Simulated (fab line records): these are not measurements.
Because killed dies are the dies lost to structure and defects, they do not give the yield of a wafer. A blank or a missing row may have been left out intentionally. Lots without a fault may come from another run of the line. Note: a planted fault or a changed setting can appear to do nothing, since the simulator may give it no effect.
Matching of chambers    flow nandHarc    NHARC_A_WL_FILL_ALD_10 on aldHk-04 has 4 sister chambers
The step deposits SiO2, target thk 50 nm, pulse time 10 s, ald cycles 500. 8 wafers are shown with their chamber, then 10 later ones without.

WAFERS PAIRED WITH THEIR CHAMBERS
wafer   chamber  heaterPowerW (W)  precursorPulseHeightRel
L082.3  0        473               1.019
L085.1  2        557               0.997
L085.2  1        521               0.976
L090.1  1        488               1.002
L090.2  2        535               1.021
L090.5  3        559               1.017
L093.1  0        469               0.998
L093.4  3        566               0.962

WAFERS MISSING THEIR CHAMBER
wafer   heaterPowerW (W)  precursorPulseHeightRel
L093.6  485               1.009
L094.4  539               0.995
L094.3  479               1.010
L094.5  536               1.034
L095.2  547               1.012
L095.4  557               1.010
L095.6  558               0.987
L096.2  484               0.977
L096.4  558               1.014
L096.6  480               0.989

EACH ONE'S CHAMBER
wafer   from the rows above           in truth
L093.6  can't be placed: 0 or 1       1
L094.4  can't be placed: 2 or 3 or 1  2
L094.3  can't be placed: 0 or 1       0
L094.5  can't be placed: 2 or 3 or 1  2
L095.2  can't be placed: 2 or 3       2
L095.4  can't be placed: 2 or 3       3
L095.6  can't be placed: 3 or 2       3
L096.2  can't be placed: 1 or 0       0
L096.4  can't be placed: 2 or 3       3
L096.6  can't be placed: 0 or 1       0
Correctly placed: 0 of 10. Unplaceable from these rows: 10, with the true chamber sitting among the candidates in 10. Placed wrongly: 0.
How it was worked out, from the rows above alone: a wafer's distance from a chamber is the root of the sum, over the readings, of the square of ((its reading less the chamber's mean) divided by the reading's scatter). The wafer belongs to the nearest chamber; if the next one is less than 2 further off, it can't be placed. A chamber's mean is the mean of its shown wafers. The scatter is the square root of a quotient: the sum, over the shown wafers, of each reading's squared deviation from its chamber's mean, divided by wafers minus chambers.
